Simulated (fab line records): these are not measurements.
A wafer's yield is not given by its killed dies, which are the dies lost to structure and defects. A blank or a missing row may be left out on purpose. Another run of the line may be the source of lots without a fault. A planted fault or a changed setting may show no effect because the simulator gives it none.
fab line records -- flow nandHarc
record lots=24, wafers=72, lastDay=33
route steps=1302 shown P_M1@296 P_M2@340
lots with no fault: from the same line, run without faults
startH: the number of hours between the record's first day and the start of the first shown wafer of the lot -- waitH: hours from the lot's prior step to this one -- " as in the row above -- L1.1+2: a single row standing in for several wafers -- - either no value or no given start -- * or withheld: withheld -- < > ~ a bound
route shown NAME@n: names a module that has steps shown in the file, with the first one's number in the route -- usual: the fault-free wafers' mean and standard deviation -- same: alike in all rows -- chamber/n: place in a boat -- sites: per-site readings -- _std_site: the standard deviation of these -- _edge_site: mean of outer sites minus mean of inner sites -- radiusMm: how far each site lies from the wafer's centre -- mask NAME#n: copy n -- behind: the most recent tool/chamber to have shaped the wafer -- hold: reason for holding the lot/hours on hold/outcome of the hold -- device: names the non-switching transistor (n, p or np) -- end of line: tests run on the same wafers once the route is complete -- a step without rows: its recipe alone -- killed: at the first sort, the dies lost to defects and structure; wafer yield is something else -- map: a wafer's dies, marking killed ones x, the rest . and places with no die _
set.NAME: the setting as run; set.NAME@STEP: as run at that earlier step -- model.NAME: the simulator's own value behind a step, which no gauge read
the route's steps for a sample of lots (tables are steps, rows are wafers)
services: when a tool's chamber went out of use (startH, in hours from the record's first day, below 0 if earlier), for how many hours, and the reason
## steps
# step NHARC_P_M1_OVL_MEAS_10
# recipe pitchNm=260
# usual overlayXNm=0.1/0.71, overlayYNm=0.2/1
lot.wafer,tool,chamber,startH,waitH,overlayXNm,overlayYNm
L074.3,overlay-02,-,128.02,-,0.6,1.8
L074.4,overlay-02,-,128.02,-,0.5,2.4
L074.5,overlay-02,-,128.02,-,0.9,1.9
L076.1,overlay-01,-,140.66,-,-0.7,-0.5
L076.4,overlay-01,-,140.66,-,-0.6,-0.1
L076.5,overlay-01,-,140.66,-,-1.2,-0.2
L075.1,overlay-01,-,141.11,-,-0.7,0.0
L075.3,overlay-01,-,141.11,-,-0.8,-0.1
L075.5,overlay-01,-,141.11,-,-0.1,-0.1
L077.1,overlay-01,-,157.04,-,1.2,1.9
L077.2,overlay-01,-,157.04,-,1.0,2.1
L077.5,overlay-01,-,157.04,-,1.3,1.2
L078.1,overlay-01,-,157.82,-,0.1,-0.3
L078.2,overlay-01,-,157.82,-,0.2,0.2
L078.5,overlay-01,-,157.82,-,-0.4,0.1
L079.1,overlay-01,-,170.00,-,0.1,-0.2
L079.3,overlay-01,-,170.00,-,0.8,-0.1
L079.5,overlay-01,-,170.00,-,0.8,-0.1
L080.4,overlay-01,-,184.44,-,0.1,1.7
L080.5,overlay-01,-,184.44,-,0.3,1.9
L080.6,overlay-01,-,184.44,-,0.3,1.8
L081.2,overlay-02,-,200.56,-,-0.8,-0.7
L081.4,overlay-02,-,200.56,-,0.1,-0.1
L081.5,overlay-02,-,200.56,-,-0.3,-1.1
L082.1,overlay-02,-,211.85,-,-0.5,-1.7
L082.2,overlay-02,-,211.85,-,-0.7,-2.0
L082.4,overlay-02,-,211.85,-,-1.1,-1.8
L083.1,overlay-02,-,216.62,-,0.7,-0.8
L083.3,overlay-02,-,216.62,-,1.1,-1.0
L083.6,overlay-02,-,216.62,-,0.6,-0.9
L085.4,overlay-02,-,231.30,-,-0.1,0.1
L085.5,overlay-02,-,231.30,-,0.0,0.4
L085.6,overlay-02,-,231.30,-,0.2,0.5
L084.2,overlay-01,-,233.29,-,0.9,-1.1
L084.5,overlay-01,-,233.29,-,0.6,-0.5
L084.6,overlay-01,-,233.29,-,1.1,-1.2
L086.1,overlay-02,-,243.25,-,-0.6,-0.2
L086.2,overlay-02,-,243.25,-,-0.3,-0.4
L086.5,overlay-02,-,243.25,-,-1.2,-0.1
L087.1,overlay-01,-,252.91,-,-1.2,1.7
L087.2,overlay-01,-,252.91,-,-1.3,1.7
L087.6,overlay-01,-,252.91,-,-1.0,1.7
L088.2,overlay-01,-,273.88,-,-0.5,0.5
L088.3,overlay-01,-,273.88,-,-0.8,0.6
L088.6,overlay-01,-,273.88,-,-0.8,0.9
L089.2,overlay-02,-,275.02,-,0.8,1.1
L089.4,overlay-02,-,275.02,-,0.5,0.9
L089.6,overlay-02,-,275.02,-,0.5,1.3
L090.1,overlay-02,-,285.06,-,-1.1,-0.2
L090.2,overlay-02,-,285.06,-,0.1,0.6
L090.3,overlay-02,-,285.06,-,-0.3,0.4
L091.3,overlay-01,-,299.54,-,-0.3,-1.8
L091.5,overlay-01,-,299.54,-,0.5,-1.2
L091.6,overlay-01,-,299.54,-,-0.1,-0.9
L092.1,overlay-02,-,301.14,-,0.4,0.8
L092.2,overlay-02,-,301.14,-,0.6,1.0
L092.4,overlay-02,-,301.14,-,0.1,2.0
L093.4,overlay-01,-,317.47,-,-0.1,0.6
L093.5,overlay-01,-,317.47,-,0.4,0.6
L093.6,overlay-01,-,317.47,-,-0.2,0.9
L094.2,overlay-01,-,329.09,-,-0.3,0.3
L094.5,overlay-01,-,329.09,-,-0.2,0.6
L094.6,overlay-01,-,329.09,-,0.1,0.2
L095.1,overlay-02,-,334.87,-,1.1,0.5
L095.2,overlay-02,-,334.87,-,1.3,0.4
L095.6,overlay-02,-,334.87,-,1.7,-0.3
L096.1,overlay-02,-,346.23,-,0.5,0.1
L096.2,overlay-02,-,346.23,-,0.8,0.2
L096.5,overlay-02,-,346.23,-,0.6,0.4
L097.1,overlay-01,-,357.55,-,-0.5,-1.3
L097.3,overlay-01,-,357.55,-,-0.2,-1.4
L097.4,overlay-01,-,357.55,-,-0.5,-1.8
# step NHARC_P_M1_CD_MEAS_16
# usual cdNm=130.1/0.78
lot.wafer,tool,chamber,startH,waitH,cdNm
L074.3,cdSem-02,-,128.42,-,129.0
L074.4,cdSem-02,-,128.42,-,129.9
L074.5,cdSem-02,-,128.42,-,129.5
L076.1,cdSem-02,-,141.11,-,130.2
L076.4,cdSem-02,-,141.11,-,129.5
L076.5,cdSem-02,-,141.11,-,130.4
L075.1,cdSem-01,-,141.59,-,130.2
L075.3,cdSem-01,-,141.59,-,129.3
L075.5,cdSem-01,-,141.59,-,129.3
L077.1,cdSem-03,-,157.44,-,128.7
L077.2,cdSem-03,-,157.44,-,129.3
L077.5,cdSem-03,-,157.44,-,130.3
L078.1,cdSem-02,-,158.22,-,129.9
L078.2,cdSem-02,-,158.22,-,130.9
L078.5,cdSem-02,-,158.22,-,131.2
L079.1,cdSem-03,-,170.44,-,129.8
L079.3,cdSem-03,-,170.44,-,129.9
L079.5,cdSem-03,-,170.44,-,131.0
L080.4,cdSem-02,-,184.85,-,130.5
L080.5,cdSem-02,-,184.85,-,130.8
L080.6,cdSem-02,-,184.85,-,130.7
L081.2,cdSem-01,-,200.97,-,130.0
L081.4,cdSem-01,-,200.97,-,131.2
L081.5,cdSem-01,-,200.97,-,129.6
L082.1,cdSem-03,-,212.25,-,129.4
L082.2,cdSem-03,-,212.25,-,130.7
L082.4,cdSem-03,-,212.25,-,128.5
L083.1,cdSem-02,-,217.02,-,130.5
L083.3,cdSem-02,-,217.02,-,129.6
L083.6,cdSem-02,-,217.02,-,130.4
L085.4,cdSem-01,-,231.71,-,130.0
L085.5,cdSem-01,-,231.71,-,129.8
L085.6,cdSem-01,-,231.71,-,129.9
L084.2,cdSem-01,-,233.69,-,130.0
L084.5,cdSem-01,-,233.69,-,130.0
L084.6,cdSem-01,-,233.69,-,129.8
L086.1,cdSem-03,-,243.65,-,130.7
L086.2,cdSem-03,-,243.65,-,130.2
L086.5,cdSem-03,-,243.65,-,131.2
L087.1,cdSem-01,-,253.31,-,130.7
L087.2,cdSem-01,-,253.31,-,131.0
L087.6,cdSem-01,-,253.31,-,131.9
L088.2,cdSem-02,-,274.73,-,128.8
L088.3,cdSem-02,-,274.73,-,130.1
L088.6,cdSem-02,-,274.73,-,130.0
L089.2,cdSem-02,-,275.42,-,130.8
L089.4,cdSem-02,-,275.42,-,130.4
L089.6,cdSem-02,-,275.42,-,130.7
L090.1,cdSem-02,-,285.46,-,130.0
L090.2,cdSem-02,-,285.46,-,131.0
L090.3,cdSem-02,-,285.46,-,130.6
L091.3,cdSem-02,-,300.19,-,130.6
L091.5,cdSem-02,-,300.19,-,129.2
L091.6,cdSem-02,-,300.19,-,129.4
L092.1,cdSem-03,-,301.57,-,130.2
L092.2,cdSem-03,-,301.57,-,128.3
L092.4,cdSem-03,-,301.57,-,129.0
L093.4,cdSem-03,-,317.89,-,130.3
L093.5,cdSem-03,-,317.89,-,130.3
L093.6,cdSem-03,-,317.89,-,129.6
L094.2,cdSem-03,-,329.50,-,130.6
L094.5,cdSem-03,-,329.50,-,130.3
L094.6,cdSem-03,-,329.50,-,130.6
L095.1,cdSem-01,-,335.27,-,130.7
L095.2,cdSem-01,-,335.27,-,130.4
L095.6,cdSem-01,-,335.27,-,130.7
L096.1,cdSem-03,-,346.63,-,130.3
L096.2,cdSem-03,-,346.63,-,132.1
L096.5,cdSem-03,-,346.63,-,131.0
L097.1,cdSem-02,-,357.95,-,131.3
L097.3,cdSem-02,-,357.95,-,130.0
L097.4,cdSem-02,-,357.95,-,131.4
# step NHARC_P_M1_DEGAS_29
# recipe tempC=250, timeS=60
# usual heaterPowerW=339/24
lot.wafer,tool,chamber,startH,waitH,heaterPowerW
L074.4,pvdSputter-03,-,129.13,-,318
L074.3,pvdSputter-03,-,129.13,-,317
L074.5,pvdSputter-03,-,129.13,-,312
L076.4,pvdSputter-03,-,141.88,-,322
L076.1,pvdSputter-03,-,141.88,-,359
L076.5,pvdSputter-03,-,141.88,-,334
L075.1,pvdSputter-01,-,142.31,-,350
L075.3,pvdSputter-01,-,142.31,-,335
L075.5,pvdSputter-01,-,142.31,-,364
L077.2,pvdSputter-03,-,158.15,-,350
L077.1,pvdSputter-03,-,158.15,-,319
L077.5,pvdSputter-03,-,158.15,-,322
L078.1,pvdSputter-01,-,158.97,-,360
L078.2,pvdSputter-01,-,158.97,-,328
L078.5,pvdSputter-01,-,158.97,-,329
L079.3,pvdSputter-02,-,171.15,-,389
L079.1,pvdSputter-02,-,171.15,-,390
L079.5,pvdSputter-02,-,171.15,-,316
L080.4,pvdSputter-01,-,185.60,-,333
L080.5,pvdSputter-01,-,185.60,-,331
L080.6,pvdSputter-01,-,185.60,-,357
L081.2,pvdSputter-01,-,201.70,-,360
L081.4,pvdSputter-01,-,201.70,-,337
L081.5,pvdSputter-01,-,201.70,-,328
L082.4,pvdSputter-01,-,212.97,-,362
L082.2,pvdSputter-01,-,212.97,-,337
L082.1,pvdSputter-01,-,212.97,-,381
L083.1,pvdSputter-01,-,217.76,-,327
L083.3,pvdSputter-01,-,217.76,-,365
L083.6,pvdSputter-01,-,217.76,-,360
L085.4,pvdSputter-03,-,232.42,-,312
L085.5,pvdSputter-03,-,232.42,-,330
L085.6,pvdSputter-03,-,232.42,-,321
L084.2,pvdSputter-03,-,234.41,-,315
L084.5,pvdSputter-03,-,234.41,-,313
L084.6,pvdSputter-03,-,234.41,-,367
L086.2,pvdSputter-03,-,244.37,-,369
L086.1,pvdSputter-03,-,244.37,-,322
L086.5,pvdSputter-03,-,244.37,-,355
L087.2,pvdSputter-03,-,254.04,-,359
L087.1,pvdSputter-03,-,254.04,-,317
L087.6,pvdSputter-03,-,254.04,-,355
L088.3,pvdSputter-03,-,275.45,-,364
L088.2,pvdSputter-03,-,275.45,-,310
L088.6,pvdSputter-03,-,275.45,-,365
L089.2,pvdSputter-02,-,276.15,-,362
L089.4,pvdSputter-02,-,276.15,-,385
L089.6,pvdSputter-02,-,276.15,-,311
L090.2,pvdSputter-01,-,286.18,-,331
L090.1,pvdSputter-01,-,286.18,-,350
L090.3,pvdSputter-01,-,286.18,-,344
L091.3,pvdSputter-02,-,300.90,-,406
L091.6,pvdSputter-02,-,300.90,-,413
L091.5,pvdSputter-02,-,300.90,-,301
L092.2,pvdSputter-01,-,302.29,-,328
L092.4,pvdSputter-01,-,302.29,-,346
L092.1,pvdSputter-01,-,302.29,-,333
L093.4,pvdSputter-01,-,318.69,-,335
L093.6,pvdSputter-01,-,318.69,-,352
L093.5,pvdSputter-01,-,318.69,-,323
L094.2,pvdSputter-01,-,330.22,-,342
L094.5,pvdSputter-01,-,330.22,-,352
L094.6,pvdSputter-01,-,330.22,-,323
L095.1,pvdSputter-01,-,336.00,-,335
L095.2,pvdSputter-01,-,336.00,-,314
L095.6,pvdSputter-01,-,336.00,-,342
L096.1,pvdSputter-03,-,347.35,-,323
L096.2,pvdSputter-03,-,347.35,-,317
L096.5,pvdSputter-03,-,347.35,-,309
L097.3,pvdSputter-03,-,358.67,-,311
L097.4,pvdSputter-03,-,358.67,-,360
L097.1,pvdSputter-03,-,358.67,-,337
# step NHARC_P_M1_PRE_CLEAN_32
# recipe timeS=12, tempC=370, rfPowerW=300, gas=NH3
# usual heaterPowerW=619/59, rfFwdPowerW=292.4/0.82
lot.wafer,tool,chamber,startH,waitH,heaterPowerW,rfFwdPowerW
L074.3,pecvd-01,2,130.77,0.1,621,292.1
L074.5,pecvd-01,2,130.77,0.1,625,291.3
L074.4,pecvd-01,0,130.77,0.1,653,292.3
L076.1,pecvd-03,0,143.52,0.1,677,293.1
L076.4,pecvd-03,2,143.52,0.1,597,290.5
L076.5,pecvd-03,1,143.52,0.1,552,291.2
L075.3,pecvd-04,2,143.93,0.1,721,293.9
L075.1,pecvd-04,0,143.93,0.1,655,293.0
L075.5,pecvd-04,1,143.93,0.1,728,293.0
L077.1,pecvd-04,1,159.89,0.1,661,293.8
L077.2,pecvd-04,2,159.89,0.1,670,291.9
L077.5,pecvd-04,1,159.89,0.1,676,292.3
L078.2,pecvd-03,2,160.68,0.1,600,292.8
L078.1,pecvd-03,1,160.68,0.1,544,292.1
L078.5,pecvd-03,1,160.68,0.1,538,292.1
L079.1,pecvd-04,2,172.78,0.1,729,292.3
L079.3,pecvd-04,1,172.78,0.1,606,292.7
L079.5,pecvd-04,2,172.78,0.1,709,291.4
L080.6,pecvd-01,0,187.27,0.1,654,292.4
L080.5,pecvd-01,1,187.27,0.1,585,293.2
L080.4,pecvd-01,2,187.27,0.1,594,294.5
L081.2,pecvd-04,2,203.33,0.1,723,292.2
L081.5,pecvd-04,2,203.33,0.1,712,291.4
L081.4,pecvd-04,1,203.33,0.1,648,292.3
L082.2,pecvd-04,2,214.59,0.1,664,294.4
L082.1,pecvd-04,0,214.59,0.1,700,292.2
L082.4,pecvd-04,1,214.59,0.1,662,292.5
L083.1,pecvd-03,0,219.38,0.1,591,291.2
L083.3,pecvd-03,2,219.38,0.1,571,291.7
L083.6,pecvd-03,0,219.38,0.1,591,292.2
L085.4,pecvd-03,0,234.07,0.1,698,292.1
L085.6,pecvd-03,1,234.07,0.1,582,292.3
L085.5,pecvd-03,2,234.07,0.1,583,292.5
L084.2,pecvd-03,0,236.04,0.1,671,291.1
L084.6,pecvd-03,1,236.04,0.1,579,293.8
L084.5,pecvd-03,0,236.04,0.1,646,291.8
L086.1,pecvd-03,1,246.28,0.1,519,293.2
L086.2,pecvd-03,0,246.28,0.1,625,292.8
L086.5,pecvd-03,0,246.28,0.1,613,292.2
L087.2,pecvd-04,2,255.66,0.1,721,292.5
L087.1,pecvd-04,1,255.66,0.1,589,292.2
L087.6,pecvd-04,0,255.66,0.1,631,291.5
L088.3,pecvd-03,1,277.22,0.2,595,293.1
L088.2,pecvd-03,0,277.22,0.2,582,291.3
L088.6,pecvd-03,2,277.22,0.2,562,292.2
L089.2,pecvd-01,2,277.78,0.1,600,292.3
L089.4,pecvd-01,0,277.78,0.1,568,291.6
L089.6,pecvd-01,2,277.78,0.1,585,292.9
L090.3,pecvd-04,1,287.80,0.1,616,292.5
L090.1,pecvd-04,2,287.80,0.1,748,292.4
L090.2,pecvd-04,0,287.80,0.1,602,292.1
L091.3,pecvd-04,2,302.54,0.1,712,292.5
L091.5,pecvd-04,1,302.54,0.1,581,293.0
L091.6,pecvd-04,2,302.54,0.1,701,292.5
L092.2,pecvd-03,0,303.93,0.1,645,292.8
L092.1,pecvd-03,1,303.93,0.1,609,293.1
L092.4,pecvd-03,2,303.93,0.1,503,292.3
L093.4,pecvd-03,0,320.37,0.1,681,293.3
L093.6,pecvd-03,2,320.37,0.1,571,292.5
L093.5,pecvd-03,0,320.37,0.1,679,292.5
L094.2,pecvd-01,0,331.83,0.1,626,293.5
L094.5,pecvd-01,0,331.83,0.1,645,293.6
L094.6,pecvd-01,2,331.83,0.1,591,293.7
L095.2,pecvd-03,2,337.62,0.1,522,292.9
L095.1,pecvd-03,0,337.62,0.1,673,292.6
L095.6,pecvd-03,0,337.62,0.1,677,293.2
L096.2,pecvd-01,0,348.97,0.1,612,291.9
L096.1,pecvd-01,1,348.97,0.1,676,292.1
L096.5,pecvd-01,1,348.97,0.1,701,291.9
L097.1,pecvd-03,2,360.30,0.1,556,291.8
L097.3,pecvd-03,1,360.30,0.1,519,294.0
L097.4,pecvd-03,2,360.30,0.1,540,291.7
# step NHARC_P_M2_PVD_20
# recipe targetThkA=50, biasV=168.6, powerW=15000, chamberPressurePa=0.12, timeS=8.06, substrateTempC=50, material=TaN
# usual throttleValvePct=30.0/1.4
lot.wafer,tool,chamber,startH,waitH,throttleValvePct
L074.4,pvdSputter-01,-,-,-,28.1
L074.3,pvdSputter-01,-,-,-,30.3
L074.5,pvdSputter-01,-,-,-,27.9
L076.4,pvdSputter-02,-,-,-,31.2
L076.1,pvdSputter-02,-,-,-,28.6
L076.5,pvdSputter-02,-,-,-,31.2
L075.1,pvdSputter-03,-,-,-,29.4
L075.3,pvdSputter-03,-,-,-,31.0
L075.5,pvdSputter-03,-,-,-,33.2
L077.2,pvdSputter-03,-,-,-,30.7
L077.1,pvdSputter-03,-,-,-,29.9
L077.5,pvdSputter-03,-,-,-,33.6
L078.2,pvdSputter-03,-,-,-,29.1
L078.1,pvdSputter-03,-,-,-,29.8
L078.5,pvdSputter-03,-,-,-,33.3
L079.3,pvdSputter-02,-,-,-,30.0
L079.1,pvdSputter-02,-,-,-,28.9
L079.5,pvdSputter-02,-,-,-,30.0
L080.4,pvdSputter-02,-,-,-,30.0
L080.5,pvdSputter-02,-,-,-,31.0
L080.6,pvdSputter-02,-,-,-,29.8
L081.2,pvdSputter-02,-,-,-,31.2
L081.4,pvdSputter-02,-,-,-,28.8
L081.5,pvdSputter-02,-,-,-,30.1
L082.4,pvdSputter-02,-,-,-,30.9
L082.1,pvdSputter-02,-,-,-,30.1
L082.2,pvdSputter-02,-,-,-,28.8
L083.1,pvdSputter-01,-,-,-,28.1
L083.3,pvdSputter-01,-,-,-,29.1
L083.6,pvdSputter-01,-,-,-,30.4
L085.4,pvdSputter-02,-,-,-,28.7
L085.5,pvdSputter-02,-,-,-,29.9
L085.6,pvdSputter-02,-,-,-,28.3
L084.2,pvdSputter-02,-,-,-,30.8
L084.6,pvdSputter-02,-,-,-,28.6
L084.5,pvdSputter-02,-,-,-,30.9
L086.1,pvdSputter-03,-,-,-,29.9
L086.2,pvdSputter-03,-,-,-,30.5
L086.5,pvdSputter-03,-,-,-,28.7
L087.1,pvdSputter-03,-,-,-,30.0
L087.2,pvdSputter-03,-,-,-,33.7
L087.6,pvdSputter-03,-,-,-,28.8
L088.2,pvdSputter-02,-,-,-,28.5
L088.3,pvdSputter-02,-,-,-,31.2
L088.6,pvdSputter-02,-,-,-,28.6
L089.2,pvdSputter-03,-,-,-,30.7
L089.4,pvdSputter-03,-,-,-,29.8
L089.6,pvdSputter-03,-,-,-,30.6
L090.1,pvdSputter-01,-,-,-,27.4
L090.2,pvdSputter-01,-,-,-,29.9
L090.3,pvdSputter-01,-,-,-,29.7
L091.3,pvdSputter-02,-,-,-,29.7
L091.6,pvdSputter-02,-,-,-,29.7
L091.5,pvdSputter-02,-,-,-,29.2
L092.4,pvdSputter-02,-,-,-,29.1
L092.1,pvdSputter-02,-,-,-,30.9
L092.2,pvdSputter-02,-,-,-,30.0
L093.4,pvdSputter-01,-,-,-,30.4
L093.6,pvdSputter-01,-,-,-,29.7
L093.5,pvdSputter-01,-,-,-,29.9
L094.2,pvdSputter-03,-,-,-,29.0
L094.5,pvdSputter-03,-,-,-,30.7
L094.6,pvdSputter-03,-,-,-,28.8
L095.2,pvdSputter-03,-,-,-,33.5
L095.1,pvdSputter-03,-,-,-,30.0
L095.6,pvdSputter-03,-,-,-,30.8
L096.2,pvdSputter-02,-,-,-,29.9
L096.1,pvdSputter-02,-,-,-,29.7
L096.5,pvdSputter-02,-,-,-,29.5
L097.4,pvdSputter-01,-,-,-,30.3
L097.3,pvdSputter-01,-,-,-,30.2
L097.1,pvdSputter-01,-,-,-,27.5
# step NHARC_P_M2_INSPECT_27
# usual rawDefectCount=289/100
lot.wafer,tool,chamber,startH,waitH,rawDefectCount
L074.3,defectInspect-02,-,134.84,0.0,349
L074.4,defectInspect-02,-,134.84,0.0,254
L074.5,defectInspect-02,-,134.84,0.0,362
L076.1,defectInspect-02,-,147.99,0.0,266
L076.4,defectInspect-02,-,147.99,0.0,247
L076.5,defectInspect-02,-,147.99,0.0,334
L075.1,defectInspect-01,-,148.16,0.0,380
L075.3,defectInspect-01,-,148.16,0.0,540
L075.5,defectInspect-01,-,148.16,0.0,283
L077.1,defectInspect-01,-,163.83,0.0,327
L077.2,defectInspect-01,-,163.83,0.0,545
L077.5,defectInspect-01,-,163.83,0.0,262
L078.1,defectInspect-01,-,164.78,0.0,261
L078.2,defectInspect-01,-,164.78,0.0,233
L078.5,defectInspect-01,-,164.78,0.0,213
L079.1,defectInspect-02,-,176.76,0.0,282
L079.3,defectInspect-02,-,176.76,0.0,323
L079.5,defectInspect-02,-,176.76,0.0,333
L080.4,defectInspect-02,-,191.33,0.0,253
L080.5,defectInspect-02,-,191.33,0.0,422
L080.6,defectInspect-02,-,191.33,0.0,248
L081.2,defectInspect-01,-,207.42,0.0,282
L081.4,defectInspect-01,-,207.42,0.0,455
L081.5,defectInspect-01,-,207.42,0.0,400
L082.1,defectInspect-01,-,218.54,0.0,302
L082.2,defectInspect-01,-,218.54,0.0,235
L082.4,defectInspect-01,-,218.54,0.0,366
L083.1,defectInspect-02,-,223.34,0.0,294
L083.3,defectInspect-02,-,223.34,0.0,496
L083.6,defectInspect-02,-,223.34,0.0,253
L085.4,defectInspect-01,-,238.03,0.0,282
L085.5,defectInspect-01,-,238.03,0.0,488
L085.6,defectInspect-01,-,238.03,0.0,441
L084.2,defectInspect-02,-,240.03,0.0,198
L084.5,defectInspect-02,-,240.03,0.0,272
L084.6,defectInspect-02,-,240.03,0.0,238
L086.1,defectInspect-01,-,250.38,0.0,222
L086.2,defectInspect-01,-,250.38,0.0,313
L086.5,defectInspect-01,-,250.38,0.0,180
L087.1,defectInspect-01,-,259.74,0.0,266
L087.2,defectInspect-01,-,259.74,0.0,223
L087.6,defectInspect-01,-,259.74,0.0,341
L088.2,defectInspect-02,-,281.23,0.0,234
L088.3,defectInspect-02,-,281.23,0.0,186
L088.6,defectInspect-02,-,281.23,0.0,214
L089.2,defectInspect-02,-,281.91,0.0,219
L089.4,defectInspect-02,-,281.91,0.0,178
L089.6,defectInspect-02,-,281.91,0.0,225
L090.1,defectInspect-02,-,291.92,0.0,244
L090.2,defectInspect-02,-,291.92,0.0,263
L090.3,defectInspect-02,-,291.92,0.0,315
L091.3,defectInspect-02,-,306.64,0.0,414
L091.5,defectInspect-02,-,306.64,0.0,346
L091.6,defectInspect-02,-,306.64,0.0,291
L092.1,defectInspect-01,-,307.90,0.0,192
L092.2,defectInspect-01,-,307.90,0.0,271
L092.4,defectInspect-01,-,307.90,0.0,222
L093.4,defectInspect-01,-,324.60,0.0,574
L093.5,defectInspect-01,-,324.60,0.0,511
L093.6,defectInspect-01,-,324.60,0.0,233
L094.2,defectInspect-01,-,336.07,0.0,213
L094.5,defectInspect-01,-,336.07,0.0,261
L094.6,defectInspect-01,-,336.07,0.0,239
L095.1,defectInspect-02,-,341.78,0.0,212
L095.2,defectInspect-02,-,341.78,0.0,493
L095.6,defectInspect-02,-,341.78,0.0,228
L096.1,defectInspect-02,-,353.04,0.0,249
L096.2,defectInspect-02,-,353.04,0.0,180
L096.5,defectInspect-02,-,353.04,0.0,247
L097.1,defectInspect-02,-,364.26,0.0,195
L097.3,defectInspect-02,-,364.26,0.0,186
L097.4,defectInspect-02,-,364.26,0.0,185
## services
tool,chamber,startH,hours,kind
pvdSputter-01,-,105.94,0.5,repair
pecvd-04,-,129.47,7.3,repair
pecvd-01,-,131.39,13.0,pm
pecvd-01,0,167.54,2.0,repair
pvdSputter-03,-,170.08,10.0,pm
pvdSputter-01,-,173.35,2.5,repair
pecvd-03,-,185.41,13.0,pm
pecvd-03,0,185.41,13.0,ventCycle
pecvd-03,1,185.41,13.0,ventCycle
pecvd-03,2,185.41,13.0,ventCycle
pecvd-03,0,198.41,-,clean
pecvd-03,1,198.41,-,clean
pecvd-03,2,198.41,-,clean
pecvd-01,-,201.63,2.3,repair
pvdSputter-03,-,244.73,0.9,repair
pecvd-01,1,261.67,7.2,repair
pecvd-04,-,269.04,13.0,pm
pvdSputter-01,-,270.67,10.0,pm
pvdSputter-02,-,280.70,3.1,repair
pecvd-03,1,311.20,48.7,repair
pecvd-01,-,312.39,13.0,pm
pvdSputter-02,-,313.33,8.5,repair
pvdSputter-03,-,348.08,10.0,pm
pecvd-04,-,361.43,4.7,repair
## key
fault none
